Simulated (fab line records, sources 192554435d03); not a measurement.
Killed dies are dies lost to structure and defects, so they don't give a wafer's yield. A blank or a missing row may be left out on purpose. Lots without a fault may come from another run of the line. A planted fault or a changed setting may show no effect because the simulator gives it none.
fab line records | flow n5_finfet
record lots=7 wafers=21
route steps=1938 shown BEOL_M1@755 BEOL_M2@857 BEOL_M3@960 BEOL_M6@1239
start_h: hours from the record's first day to the start of the lot's first wafer shown | wait_h: hours since the lot's step before | " the same as in the row above | L1.1+2: a row that stands for several wafers | - no value, or no start given | * or withheld: withheld | < > ~ a bound
route shown NAME@n: a module of which the file shows steps, and the number in the route of the first | usual: mean/standard deviation of fault-free wafers | same: alike in all rows | chamber/n: place in a boat | sites: the reading at each site | _std_site: their standard deviation | _edge_site: outer sites' mean less inner sites' | radius_mm: how far each site lies from the wafer's centre | mask NAME#n: copy n | behind: the tool/chamber that last shaped the wafer | hold: why the lot was held/for how many hours/how that ended | device: the transistor (n, p or np) that didn't switch | end of line: the same wafers' tests at the end of the route | a step without rows: its recipe alone | killed: dies lost to structure and defects at the first sort, not the wafer's yield | map: a wafer's dies, x killed, . not, _ none there
set.NAME: the setting as run; set.NAME@STEP: as run at that earlier step | model.NAME: the simulator's own value behind a step, which no gauge read
lots whose settings were changed on purpose; a table a step, a row a wafer
## steps
# step N5_BEOL_M1_COAT_61
# recipe resist=SOC temp_c=250 time_s=60 spin_rpm=1500 resist_thk_nm=60
# columns lot.wafer tool chamber start_h wait_h set.spin_rpm model.SOC_of_BEOL_M1_COAT_61.thk_nm
L078.3 litho_track-05 0 150.43 0.1 1500 59.6
L078.4+5 " 0 " " 1628 57.4
L079.1 litho_track-05 0 156.00 0.1 1500 60
L079.4+6 " 0 " " 1500 60.2
L082.2 litho_track-01 0 179.02 0.1 1500 60
L082.3+6 " 0 " " 1403 62
L084.2+5 litho_track-05 0 187.28 0.1 1500 60
L084.3 " 0 " " 1617 57.6
L085.2 litho_track-04 0 202.20 0.1 1418 61.8
L085.3 " 0 " " 1500 60.2
L085.6 " 0 " " 1500 60
L090.1 litho_track-01 0 215.96 0.1 1500 60
L090.2 " 0 " " 1500 59.8
L090.4 " 0 " " 1359 62.8
L092.2 litho_track-01 0 226.34 0.1 1500 59.8
L092.5+6 " 0 " " 1552 59
# step N5_BEOL_M1_COAT_62
# recipe resist=SiARC temp_c=220 time_s=60 spin_rpm=1500 resist_thk_nm=12
# step N5_BEOL_M1_COAT_73
# recipe resist=underlayer temp_c=205 time_s=60 spin_rpm=1500 resist_thk_nm=5
# step N5_BEOL_M1_ETCH_74
# recipe chemistry=N2/H2 target=underlayer target_depth_a=65 mask_material=CAR-EUV time_s=5.2 ion_energy_ev=200 pressure_mtorr=30 source_w=840 bias_w=150 n2_flow_sccm=200 h2_flow_sccm=200 ends=cleared
# step N5_BEOL_M1_ETCH_63
# recipe chemistry=CF4 target=SiARC target_depth_a=156 mask_material=CAR-EUV time_s=26 ion_energy_ev=80 pressure_mtorr=40 source_w=545 bias_w=36 Ar_flow_sccm=100 cf4_flow_sccm=100 ends=cleared
# step N5_BEOL_M1_ETCH_64
# recipe chemistry=N2/H2 target=SOC target_depth_a=750 overetch_a=150 mask_material=SiARC temp_c=40 time_s=112.5 ion_energy_ev=200 pressure_mtorr=30 source_w=840 bias_w=150 n2_flow_sccm=200 h2_flow_sccm=200
# columns lot.wafer tool chamber start_h wait_h set.spin_rpm@BEOL_M1_COAT_61 model.etch.depth_nm
L078.3 rie_diel-06 0 150.99 0.0 1500 59.63
L078.4 " 3 " " 1628 57.38
L078.5 " 3 " " 1628 57.47
L079.1 rie_diel-04 0 156.71 0.0 1500 60
L079.4 " 3 " " 1500 60.29
L079.6 " 0 " " 1500 60.17
L082.2 rie_diel-04 1 179.61 0.0 1500 60.01
L082.3 " 0 " " 1403 62.02
L082.6 " 2 " " 1403 62.03
L084.2 rie_diel-06 0 187.75 0.0 1500 59.96
L084.3 " 1 " " 1617 57.6
L084.5 " 2 " " 1500 59.98
L085.2 rie_diel-02 1 202.80 0.0 1418 61.81
L085.3 " 3 " " 1500 60.28
L085.6 " 3 " " 1500 60.06
L090.1 rie_diel-02 0 216.72 0.0 1500 59.98
L090.2 " 1 " " 1500 59.86
L090.4 " 3 " " 1359 62.81
L092.2 rie_diel-02 0 226.93 0.0 1500 59.9
L092.5 " 0 " " 1552 58.92
L092.6 " 2 " " 1552 58.95
# step N5_BEOL_M1_STRIP_65
# recipe chemistry=N2/H2 temp_c=40 n2_flow_sccm=200 h2_flow_sccm=200 rf_frequency_hz=6e+07
# step N5_BEOL_M1_STRIP_75
# recipe chemistry=N2/H2 temp_c=40 n2_flow_sccm=200 h2_flow_sccm=200 rf_frequency_hz=6e+07
# step N5_BEOL_M1_STRIP_66
# recipe chemistry=CF4 resist=SiARC power_w=300 bias_power_w=75 pressure_mtorr=50 cf4_flow_sccm=150 rf_frequency_hz=6e+07
# step N5_BEOL_M1_HM_OPEN_17
# recipe chemistry=Cl2/BCl3 target_depth_a=200 overetch_a=60 target=TiN mask_material=SOC ion_energy_ev=150 pressure_mtorr=10 icp_w=1000 bias_w=126 Cl2_flow_sccm=53.25 bcl3_flow_sccm=21.75 Ar_flow_sccm=25
# columns lot.wafer tool chamber start_h wait_h set.spin_rpm@BEOL_M1_COAT_61 model.SOC_of_BEOL_M1_COAT_61.thk_nm
L078.3 rie_metal-02 1 151.19 0.1 1500 51.8
L078.4 " 0 " " 1628 49.4
L078.5 " 0 " " 1628 49.6
L079.1 rie_metal-01 1 156.88 0.0 1500 52.2
L079.4 " 1 " " 1500 52.4
L079.6 " 0 " " 1500 52
L082.2 rie_metal-02 0 179.79 0.0 1500 52
L082.3+6 " 1 " " 1403 54.2
L084.2 rie_metal-01 1 187.91 0.0 1500 52.2
L084.3 " 0 " " 1617 49.6
L084.5 " 0 " " 1500 52
L085.2 rie_metal-02 0 202.96 0.0 1418 54
L085.3 " 1 " " 1500 52.4
L085.6 " 1 " " 1500 52.2
L090.1+2 rie_metal-03 1,0 216.89 0.0 1500 52
L090.4 " 1 " " 1359 55
L092.2 rie_metal-02 0 227.10 0.0 1500 52
L092.5+6 " 0,1 " " 1552 51
# step N5_BEOL_M2_DESCUM_16
# recipe chemistry=O2 time_s=7 source_power_w=50 bias_power_w=20 pressure_mtorr=20 rf_frequency_hz=2.712e+07 temp_c=40 resist=CAR-EUV o2_flow_sccm=225
# columns lot.wafer tool chamber start_h wait_h set.time_s model.CAR-EUV_of_BEOL_M2_COAT_05.thk_nm
L078.3+4 rie_diel-05 3,2 159.72 0.2 7 26
L078.5 " 1 " " 5.667 26.6
L079.1+4 rie_diel-01 2 165.70 0.0 7 26
L079.6 " 1 " " 7 26.2
L082.2 rie_diel-01 3 188.22 0.0 7 26
L082.3 " 1 " " 8.214 25.6
L082.6 " 0 " " 7 26.2
L084.2+5 rie_diel-03 2,1 202.34 0.0 7 26
L084.3 " 1 " " 8.146 25.4
L085.2+3 rie_diel-01 1,3 212.58 0.0 7 26
L085.6 " 0 " " 5.581 26.6
L090.1+4 rie_diel-05 2,0 228.44 0.0 7 26
L090.2 " 3 " " 7 26.2
L092.2 rie_diel-03 2 238.29 0.0 7 26.2
L092.5 " 3 " " 7.472 26
L092.6 " 0 " " 7.472 25.8
# step N5_BEOL_M2_ETCH_64
# recipe chemistry=N2/H2 target=SOC target_depth_a=750 overetch_a=225 mask_material=SiARC temp_c=40 time_s=121.9 ion_energy_ev=200 pressure_mtorr=30 source_w=840 bias_w=150 n2_flow_sccm=200 h2_flow_sccm=200
# usual rf_vpp_V=524.2/2.7
# columns lot.wafer tool chamber start_h wait_h set.source_w rf_vpp_V model.SiARC_of_BEOL_M2_COAT_62.thk_nm
L078.3 rie_diel-05 3 159.80 0.0 968.8 498.2 6.2
L078.4 " 2 " " 840 521.3 6.6
L078.5 " 1 " " 968.8 496.9 5.8
L079.1 rie_diel-01 2 165.78 0.0 840 529.2 6.4
L079.4 " 2 " " 840 527.0 6.4
L079.6 " 1 " " 840 519.7 6.6
L082.2 rie_diel-01 3 188.30 0.0 956.4 506.9 6
L082.3 " 1 " " 840 520.3 6.6
L082.6 " 0 " " 956.4 504.3 5.8
L084.2 rie_diel-03 2 202.42 0.0 726.6 551.2 7
L084.3 " 1 " " 726.6 552.9 6.8
L084.5 " 1 " " 840 527.3 6.4
L085.2 rie_diel-01 1 212.66 0.0 919 504.9 6.2
L085.3 " 3 " " 840 528.3 6.4
L085.6 " 0 " " 919 508.6 6
L090.1 rie_diel-05 2 228.52 0.0 840 523.8 6.6
L090.2 " 3 " " 840 524.3 6.6
L090.4 " 0 " " 971.6 499.8 6
L092.2 rie_diel-03 2 238.37 0.0 921 510.3 6.2
L092.5 " 3 " " 840 520.8 6.4
L092.6 " 0 " " 921 506.8 6.2
# step N5_BEOL_M3_COAT_22
# recipe resist=CAR-EUV spin_rpm=1500 resist_thk_nm=30
# columns lot.wafer tool chamber start_h wait_h set.spin_rpm model.CAR-EUV_of_BEOL_M3_COAT_22.thk_nm
L078.3+4 litho_track-05 0 - - 1416 31
L078.5 " 0 " " 1500 30.2
L079.1+4+6 litho_track-02 0 - - 1500 30
L082.2+3 litho_track-04 0 - - 1500 29.8
L082.6 " 0 " " 1500 30
L084.2+3 litho_track-04 0 - - 1500 30
L084.5 " 0 " " 1500 29.8
L085.2+6 litho_track-04 0 - - 1577 29.4
L085.3 " 0 " " 1500 30
L090.1+4 litho_track-04 0 - - 1500 30
L090.2 " 0 " " 1383 31.2
L092.2+5 litho_track-02 0 - - 1340 31.8
L092.6 " 0 " " 1500 30
# step N5_BEOL_M3_EBR_24
# recipe solvent=PGMEA ebr_width_mm=1.5
# step N5_BEOL_M3_SOFTBAKE_23
# recipe temp_c=110 time_s=60 resist=CAR-EUV
# step N5_BEOL_M3_EXPOSE_25
# recipe mask_id=V2 na=0.33 source_shape=quasar sigma_inner=0.2 sigma_outer=0.8 polarization=unpolarized defocus_nm=5 dose_mj=63
# step N5_BEOL_M3_PEB_26
# recipe peb_temp_c=100 peb_time_s=60 resist=CAR-EUV
# step N5_BEOL_M3_DEVELOP_27
# recipe develop_time_s=30 developer=TMAH resist=CAR-EUV rinse_liquid=surfactant_rinse dry=air_spin dev_temp_c=23
# columns lot.wafer tool chamber start_h wait_h set.spin_rpm@BEOL_M3_COAT_22 model.CAR-EUV_of_BEOL_M3_COAT_22.thk_nm
L078.3+4 litho_track-04 0 - - 1416 30.6
L078.5 " 0 " " 1500 29.6
L079.1+6 litho_track-05 0 - - 1500 29.6
L079.4 " 0 " " 1500 29.4
L082.2+3 litho_track-04 0 - - 1500 29.4
L082.6 " 0 " " 1500 29.6
L084.2+3+5 litho_track-02 0 - - 1500 29.4
L085.2+6 litho_track-04 0 - - 1577 28.8
L085.3 " 0 " " 1500 29.6
L090.1+4 litho_track-04 0 - - 1500 29.6
L090.2 " 0 " " 1383 30.8
L092.2+5 litho_track-05 0 - - 1340 31.4
L092.6 " 0 " " 1500 29.6
# step N5_BEOL_M3_DESCUM_33
# recipe chemistry=O2 time_s=7 source_power_w=50 bias_power_w=20 pressure_mtorr=20 rf_frequency_hz=2.712e+07 temp_c=40 resist=CAR-EUV o2_flow_sccm=225
# columns lot.wafer tool chamber start_h wait_h set.spin_rpm@BEOL_M3_COAT_22 model.CAR-EUV_of_BEOL_M3_COAT_22.thk_nm
L078.3+4 rie_diel-06 3,0 172.40 0.0 1416 27
L078.5 " 0 " " 1500 26.2
L079.1 rie_diel-02 0 177.09 0.0 1500 26.2
L079.4+6 " 3 " " 1500 26
L082.2 rie_diel-02 1 210.46 0.0 1500 25.8
L082.3+6 " 0,2 " " 1500 26
L084.2+3+5 rie_diel-04 1,0,2 220.90 0.0 1500 26
L085.2+6 rie_diel-02 2,0 221.79 0.1 1577 25.4
L085.3 " 1 " " 1500 26
L090.1+4 rie_diel-02 0,1 239.27 0.0 1500 26
L090.2 " 3 " " 1383 27.4
L092.2+5 rie_diel-02 2,0 253.06 0.0 1340 27.8
L092.6 " 1 " " 1500 26
# step N5_BEOL_M3_SPUTTER_86
# recipe material=Cu target_thk_a=45 temp_c=-20 chamber_pressure_pa=0.07 power_w=withheld time_s=8.29
# columns lot.wafer tool chamber start_h wait_h set.time_s model.Cu_of_BEOL_M3_SPUTTER_86.thk_nm
L078.3 pvd_sputter-01 - 181.00 0.1 8.827 -
L078.4+5 " - " " 8.29 4.6
L079.1+4+6 pvd_sputter-03 - 181.22 0.1 8.29 4.4
L082.2 pvd_sputter-01 - 214.25 0.1 9.195 5.2
L082.3 " - " " 9.195 -
L082.6 " - " " 8.29 4.6
L084.2+5 pvd_sputter-03 - 226.19 0.1 8.29 4.4
L084.3 " - " " 8.29 4.2
L085.2 pvd_sputter-01 - 226.72 0.1 9.388 -
L085.3+6 " - " " 8.29 4.6
L090.1+4 pvd_sputter-02 - 245.32 0.1 8.971 5
L090.2 " - " " 8.29 4.6
L092.2 pvd_sputter-01 - 256.95 0.1 7.294 -
L092.5 " - " " 7.294 4
L092.6 " - " " 8.29 4.6
# step N5_BEOL_M6_TRENCH_ETCH_37
# recipe chemistry=C4F6/O2 target_depth_a=944.35 target=SiCOH_lowk time_s=31.5 ion_energy_ev=250 pressure_mtorr=30 source_w=345 bias_w=185 Ar_flow_sccm=300 C4F6_flow_sccm=10 O2_flow_sccm=10
# columns lot.wafer tool chamber start_h wait_h set.time_s model.BEOL_M6.feature_depth_nm model.etch.depth_nm
L078.3 rie_diel-03 0 - - 31.5 94.4 94.36
L078.4 " 2 " " 36.8 107 107
L078.5 " 0 " " 31.5 94.2 94.11
L079.1 rie_diel-05 0 - - 31.5 91.6 91.63
L079.4 " 0 " " 31.5 92 91.91
L079.6 " 3 " " 31.5 92.8 92.74
L082.2 rie_diel-01 2 - - 31.5 95.8 95.76
L082.3 " 0 " " 27.53 83.2 83.17
L082.6 " 1 " " 27.53 80.8 80.83
L084.2 rie_diel-01 3 - - 31.5 94 93.99
L084.3 " 0 " " 31.5 94.8 94.7
L084.5 " 2 " " 31.5 94.2 94.23
L085.2 rie_diel-01 0 - - 25.07 75.8 75.86
L085.3 " 3 " " 31.5 93.2 93.28
L085.6 " 0 " " 31.5 94 94.04
L090.1 rie_diel-03 0 - - 31.5 93.4 93.37
L090.2 " 3 " " 31.5 93.6 93.68
L090.4 " 1 " " 28.46 84.4 84.38
L092.2 rie_diel-03 0 - - 31.5 95 95.03
L092.5 " 2 " " 31.5 91.6 91.63
L092.6 " 1 " " 31.5 94 93.95
# step N5_BEOL_M6_ETCH_41
# recipe chemistry=CH3F/O2 target=SiCN target_depth_a=297 taper_deg=2 time_s=52 ion_energy_ev=120 mask_material=TiN pressure_mtorr=30 source_w=395 bias_w=75 Ar_flow_sccm=150 CH3F_flow_sccm=30 O2_flow_sccm=20
# step N5_BEOL_M6_STRIP_80
# recipe chemistry=N2/H2 time_s=10 power_w=450 temp_c=40 pressure_mtorr=20 rf_frequency_hz=6e+07 bias_power_w=7 n2_flow_sccm=200 h2_flow_sccm=200
# step N5_BEOL_M6_OCD_MEAS_38
# usual trench_depth_nm=93.3/1.1
# columns lot.wafer tool chamber start_h wait_h set.time_s@BEOL_M6_TRENCH_ETCH_37 trench_depth_nm
L078.3 ocd-02 - 209.53 - 31.5 94.7
L078.4 " - " " 36.8 106.9
L078.5 " - " " 31.5 93.9
L079.1 ocd-01 - 212.24 - 31.5 91.4
L079.4 " - " " 31.5 92.2
L079.6 " - " " 31.5 93.1
L082.2 ocd-01 - 243.83 - 31.5 95.9
L082.3 " - " " 27.53 82.8
L082.6 " - " " 27.53 81.1
L084.2 ocd-02 - 255.32 - 31.5 93.7
L084.3 " - " " 31.5 95.1
L084.5 " - " " 31.5 94.5
L085.2 ocd-01 - 258.80 - 25.07 75.9
L085.3 " - " " 31.5 93.2
L085.6 " - " " 31.5 94.2
L090.1 ocd-01 - 285.68 - 31.5 93.6
L090.2 " - " " 31.5 93.4
L090.4 " - " " 28.46 83.8
L092.2 ocd-01 - 298.10 - 31.5 95.1
L092.5 " - " " 31.5 92.2
L092.6 " - " " 31.5 93.5
# step N5_BEOL_M6_ALD_77
# recipe material=TaN target_thk_a=20 temp_c=275 ald_precursor_family=PDMAT ald_co_reactant=NH3 pressure_torr=3 carrier_flow_sccm=1500 pulse_time_s=2 purge_time_s=3 co_reactant_purge_time_s=2 co_reactant_pulse_time_s=3 ald_cycles=40 precursor_vessel_temp_c=75 precursor_vessel_pressure_torr=26.25 precursor_vessel_carrier_sccm=1000
# columns lot.wafer tool chamber start_h wait_h set.co_reactant_pulse_time_s
L078.3+4+5 ald_metal-04 3,0,0 210.49 0.3 2.495
L079.1+4+6 ald_metal-04 0,1,3 212.99 0.0 3
L082.2+6 ald_metal-04 2 244.45 0.0 2.694
L082.3 " 1 " " 3
L084.2+5 ald_metal-02 0,1 255.95 0.0 3
L084.3 " 1 " " 3.597
L085.2 ald_metal-04 3 259.56 0.1 3.235
L085.3+6 " 1,0 " " 3
L090.1+4 ald_metal-01 2,3 286.32 0.0 3
L090.2 " 0 " " 2.606
L092.2+5+6 ald_metal-01 2,2,0 298.77 0.0 3.269
# step N5_BEOL_M6_SURFACE_TREAT_79
# recipe gas=Ar time_s=* ion_energy_ev=* ion_current_ma_cm2=0.5 pressure_mtorr=* ar_flow_sccm=30
# step N5_BEOL_M6_CVD_78
# recipe material=Co target_thk_a=20 temp_c=withheld precursor=CCTBA/H2 pressure_torr=30 time_s=142.3
# step N5_BEOL_M6_ECD_50
# recipe material=Cu target_thk_a=3000
# step N5_BEOL_M6_ANNEAL_51
# recipe temp_c=225 time_s=90 ambient=N2
# step N5_BEOL_M6_CMP_52
# recipe stop_on=SiCOH_lowk t_overpolish_s=6.9 down_force_psi=1 platen_rpm=50 clearing_platen_down_force_psi=1.5 clearing_platen_rpm=50 post_cmp_clean=cu_alkaline target_thk_nm=80 clearing_platen_pad_velocity_m_s=0.99484 pad_velocity_m_s=0.99484
# columns lot.wafer tool chamber start_h wait_h set.time_s@BEOL_M6_TRENCH_ETCH_37 model.Cu_of_BEOL_M6_ECD_50.thk_nm
L078.3 cmp-02 3 212.69 0.2 31.5 80.2
L078.4 " 0 " " 36.8 93.6
L078.5 " 1 " " 31.5 80.6
L079.1+6 cmp-02 2,3 214.25 0.3 31.5 76.6
L079.4 " 3 " " 31.5 77
L082.2 cmp-04 1 247.19 0.2 31.5 81.4
L082.3 " 2 " " 27.53 69
L082.6 " 2 " " 27.53 66
L084.2 cmp-03 0 258.97 0.3 31.5 79.6
L084.3+5 " 1,3 " " 31.5 80
L085.2 cmp-04 1 262.86 0.2 25.07 63
L085.3+6 " 2 " " 31.5 79.4
L090.4 cmp-04 0 288.07 0.1 28.46 72.2
L090.1 " 1 " " 31.5 80.4
L090.2 " 2 " " 31.5 80.6
L092.2 cmp-03 0 300.50 0.3 31.5 78.8
L092.6 " 2 " " 31.5 78.2
L092.5 " 3 " " 31.5 75.6
# step N5_BEOL_M6_THK_MEAS_53
# recipe thk_meas_gauge=xrf reads=Cu_of_BEOL_M6_ECD_50
# usual M6_THK=78.5/1.7
# columns lot.wafer tool chamber start_h wait_h set.time_s@BEOL_M6_TRENCH_ETCH_37 M6_THK[nm]
L078.3 film_metro-01 - 212.91 - 31.5 78.8
L078.4 " - " " 36.8 91.9
L078.5 " - " " 31.5 79.3
L079.1 film_metro-02 - 214.54 - 31.5 76.8
L079.4 " - " " 31.5 76.9
L079.6 " - " " 31.5 76.9
L082.2 film_metro-02 - 247.49 - 31.5 81.0
L082.3 " - " " 27.53 68.6
L082.6 " - " " 27.53 65.6
L084.2 film_metro-02 - 259.20 - 31.5 78.8
L084.3 " - " " 31.5 79.5
L084.5 " - " " 31.5 79.2
L085.2 film_metro-01 - 263.16 - 25.07 62.6
L085.3 " - " " 31.5 78.8
L085.6 " - " " 31.5 79.1
L090.1 film_metro-01 - 288.37 - 31.5 79.5
L090.2 " - " " 31.5 79.7
L090.4 " - " " 28.46 71.4
L092.2 film_metro-01 - 300.72 - 31.5 77.7
L092.5 " - " " 31.5 74.2
L092.6 " - " " 31.5 76.6
# step N5_BEOL_M6_PRE_CLEAN_55
# recipe gas=NH3 time_s=15 temp_c=withheld rf_power_w=300
# step N5_BEOL_M6_DEP_56
# recipe material=SiCN target_thk_a=100 temp_c=withheld precursor=3MS/NH3 pressure_torr=3 rf_w=202 time_s=17.5
# step N5_BEOL_M6_RS_MEAS_57
# recipe thk_meas_gauge=four-point-probe reads=Cu_of_BEOL_M6_ECD_50+Co_of_BEOL_M6_CVD_78+TaN_of_BEOL_M6_ALD_77
# usual M6_RS=0.290/0.007
# columns lot.wafer tool chamber start_h wait_h set.time_s@BEOL_M6_TRENCH_ETCH_37 M6_RS[ohm/sq]
L078.3 film_metro-01 - 213.05 0.1 31.5 0.284
L078.4 " - " " 36.8 0.238
L078.5 " - " " 31.5 0.283
L079.1 film_metro-02 - 214.68 0.1 31.5 0.301
L079.4 " - " " 31.5 0.298
L079.6 " - " " 31.5 0.301
L082.2 film_metro-02 - 247.62 0.1 31.5 0.280
L082.3 " - " " 27.53 0.341
L082.6 " - " " 27.53 0.360
L084.2 film_metro-01 - 259.33 0.1 31.5 0.288
L084.3 " - " " 31.5 0.285
L084.5 " - " " 31.5 0.286
L085.2 film_metro-02 - 263.32 0.1 25.07 0.380
L085.3 " - " " 31.5 0.288
L085.6 " - " " 31.5 0.288
L090.1 film_metro-01 - 288.50 0.1 31.5 0.285
L090.2 " - " " 31.5 0.284
L090.4 " - " " 28.46 0.323
L092.2 film_metro-02 - 300.85 0.1 31.5 0.291
L092.5 " - " " 31.5 0.307
L092.6 " - " " 31.5 0.294
## key
split step=N5_BEOL_M1_COAT_61 setting=spin_rpm stated=1500 by=wafer
response step=N5_BEOL_M1_COAT_61 reading=model.SOC_of_BEOL_M1_COAT_61.thk_nm change=-0.294 per=1% r=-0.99
response step=N5_BEOL_M1_ETCH_64 reading=model.etch.depth_nm change=-0.294 per=1% r=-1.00
response step=N5_BEOL_M1_HM_OPEN_17 reading=model.SOC_of_BEOL_M1_COAT_61.thk_nm change=-0.308 per=1% r=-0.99
split step=N5_BEOL_M2_DESCUM_16 setting=time_s stated=7 by=wafer
response step=N5_BEOL_M2_DESCUM_16 reading=model.CAR-EUV_of_BEOL_M2_COAT_05.thk_nm change=-0.0318 per=1% r=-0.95
split step=N5_BEOL_M2_ETCH_64 setting=source_w stated=840 by=wafer
response step=N5_BEOL_M2_ETCH_64 reading=rf_vpp_V change=-1.55 per=1% r=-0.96
response step=N5_BEOL_M2_ETCH_64 reading=model.SiARC_of_BEOL_M2_COAT_62.thk_nm change=-0.0384 per=1% r=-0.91
split step=N5_BEOL_M3_COAT_22 setting=spin_rpm stated=1500 by=wafer
response step=N5_BEOL_M3_COAT_22 reading=model.CAR-EUV_of_BEOL_M3_COAT_22.thk_nm change=-0.155 per=1% r=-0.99
response step=N5_BEOL_M3_DEVELOP_27 reading=model.CAR-EUV_of_BEOL_M3_COAT_22.thk_nm change=-0.165 per=1% r=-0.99
response step=N5_BEOL_M3_DESCUM_33 reading=model.CAR-EUV_of_BEOL_M3_COAT_22.thk_nm change=-0.162 per=1% r=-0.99
split step=N5_BEOL_M3_SPUTTER_86 setting=time_s stated=8.29 by=wafer
response step=N5_BEOL_M3_SPUTTER_86 reading=model.Cu_of_BEOL_M3_SPUTTER_86.thk_nm change=+0.0513 per=1% r=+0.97
split step=N5_BEOL_M6_TRENCH_ETCH_37 setting=time_s stated=31.5 by=wafer
response step=N5_BEOL_M6_TRENCH_ETCH_37 reading=model.BEOL_M6.feature_depth_nm change=+0.881 per=1% r=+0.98
response step=N5_BEOL_M6_TRENCH_ETCH_37 reading=model.etch.depth_nm change=+0.883 per=1% r=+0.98
response step=N5_BEOL_M6_OCD_MEAS_38 reading=trench_depth_nm change=+0.886 per=1% r=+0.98
response step=N5_BEOL_M6_CMP_52 reading=model.Cu_of_BEOL_M6_ECD_50.thk_nm change=+0.853 per=1% r=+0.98
response step=N5_BEOL_M6_THK_MEAS_53 reading=M6_THK change=+0.846 per=1% r=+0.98
response step=N5_BEOL_M6_RS_MEAS_57 reading=M6_RS change=-0.0041 per=1% r=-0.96
split step=N5_BEOL_M6_ALD_77 setting=co_reactant_pulse_time_s stated=3 by=wafer
response none clear
